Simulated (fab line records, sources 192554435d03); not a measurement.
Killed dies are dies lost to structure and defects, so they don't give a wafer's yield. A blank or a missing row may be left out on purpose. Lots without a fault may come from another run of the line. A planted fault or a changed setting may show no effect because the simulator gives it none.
Chamber matching | flow n5_finfet | N5_BEOL_M0_CUTY_ETCH_63 on rie_diel-03: 4 sister chambers
The step etches SOC in N2/H2, target depth 82.7 nm, overetch 16.5 nm, time 124 s. 18 wafers are shown with their chamber, then 9 later ones without.

WAFERS WITH THEIR CHAMBER
wafer  | chamber | drypump_motor_current_A (A) | showerhead_plenum_p_Torr (Torr) | oes_product_au (a.u.)
L074.1 | 2       | 6.3                         | 2.51                            | 0.61
L074.4 | 1       | 5.8                         | 2.55                            | 0.65
L074.6 | 3       | 5.1                         | 2.56                            | 0.62
L075.2 | 1       | 5.8                         | 2.55                            | 0.66
L075.4 | 2       | 6.3                         | 2.51                            | 0.60
L075.5 | 3       | 5.2                         | 2.56                            | 0.62
L077.1 | 3       | 5.2                         | 2.56                            | 0.62
L077.2 | 2       | 6.3                         | 2.51                            | 0.60
L077.4 | 0       | 5.3                         | 2.59                            | 0.57
L085.2 | 0       | 5.3                         | 2.58                            | 0.57
L085.4 | 1       | 5.8                         | 2.54                            | 0.64
L085.6 | 0       | 5.3                         | 2.58                            | 0.56
L086.1 | 2       | 6.3                         | 2.50                            | 0.59
L086.2 | 3       | 5.2                         | 2.55                            | 0.60
L086.3 | 0       | 5.3                         | 2.58                            | 0.56
L088.1 | 1       | 5.8                         | 2.54                            | 0.63
L088.4 | 3       | 5.2                         | 2.55                            | 0.60
L088.5 | 1       | 5.8                         | 2.54                            | 0.63

SIGNATURES (means of the wafers above)
reading                  | chamber 0 | chamber 1 | chamber 2 | chamber 3 | scatter within a chamber
drypump_motor_current_A  | 5.300     | 5.800     | 6.300     | 5.180     | 0.0239
showerhead_plenum_p_Torr | 2.5825    | 2.5440    | 2.5075    | 2.5560    | 0.00528
oes_product_au           | 0.5650    | 0.6420    | 0.6000    | 0.6120    | 0.0102
Rule: a wafer's distance from a chamber is the root of the sum, over the readings, of the square of ((its reading less the chamber's mean) divided by the reading's scatter). The wafer belongs to the nearest chamber; if the next one is less than 2 further off, it can't be placed. The scatter: the root of (the sum of the squares of (reading less its chamber's mean) over the shown wafers, divided by (wafers less chambers)).

WAFERS WITHOUT THEIR CHAMBER
wafer  | drypump_motor_current_A (A) | showerhead_plenum_p_Torr (Torr) | oes_product_au (a.u.)
L089.1 | 5.8                         | 2.54                            | 0.64
L089.4 | 6.3                         | 2.50                            | 0.59
L089.6 | 5.8                         | 2.54                            | 0.63
L092.2 | 5.3                         | 2.57                            | 0.75
L092.4 | 5.2                         | 2.54                            | 0.60
L092.5 | 5.1                         | 2.54                            | 0.59
L094.4 | 6.3                         | 2.50                            | 0.58
L094.5 | 5.2                         | 2.54                            | 0.60
L094.6 | 6.3                         | 2.50                            | 0.58

WHICH CHAMBER EACH WENT THROUGH
wafer  | from the rows above | in truth
L089.1 | 1                   | 1
L089.4 | 2                   | 2
L089.6 | 1                   | 1
L092.2 | 3                   | 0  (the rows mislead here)
L092.4 | 3                   | 3
L092.5 | 3                   | 3
L094.4 | 2                   | 2
L094.5 | 3                   | 3
L094.6 | 2                   | 2
Placed correctly: 8 of 9. Can't be placed from these rows: 0. Placed wrongly: 1.
